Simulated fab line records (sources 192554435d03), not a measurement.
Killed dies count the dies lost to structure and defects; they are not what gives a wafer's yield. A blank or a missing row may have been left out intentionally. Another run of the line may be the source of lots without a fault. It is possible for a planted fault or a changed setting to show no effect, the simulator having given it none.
Matching of chambers | flow n5_finfet | N5_FIN_SAQP_HM_DEP_03 on pecvd-04 has 3 sister chambers
The step deposits SiNx from SiH4/NH3/N2, target thk 38 nm, time 33.6 s. 3 wafers are shown with their chamber, then 7 later ones without.

== WAFERS PAIRED WITH THEIR CHAMBERS ==
wafer  | chamber | throttle_valve_pct (%)
L090.3 | 2       | 37.2
L093.4 | 0       | 45.8
L094.4 | 1       | 37.1

== WAFERS WITH NO CHAMBER GIVEN ==
wafer  | throttle_valve_pct (%)
L094.5 | 37.4
L095.3 | 37.2
L095.5 | 36.9
L095.6 | 45.7
L096.1 | 37.3
L096.4 | 36.8
L096.5 | 45.7

== EACH ONE'S CHAMBER ==
wafer  | from the rows above     | in truth
L094.5 | can't be placed: 2 or 1 | 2
L095.3 | can't be placed: 2 or 1 | 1
L095.5 | can't be placed: 1 or 2 | 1
L095.6 | 0                       | 0
L096.1 | can't be placed: 2 or 1 | 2
L096.4 | can't be placed: 1 or 2 | 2
L096.5 | 0                       | 0
Placed correctly: 2 of 7. Can't be placed from these rows: 5 (the true chamber is among the candidates in 5). Wrongly placed: 0.
How it was worked out, from the rows above alone: a wafer's distance from a chamber is the root of the sum, over the readings, of the square of ((its reading less the chamber's mean) divided by the reading's scatter). If the next closest chamber is less than 2 further off than the closest, the wafer can't be placed; otherwise it belongs to the closest. A chamber's mean is the mean of its shown wafers. The scatter: with one shown wafer a chamber, the root of the mean of the squares of how far each hidden wafer lies from its nearest shown one.
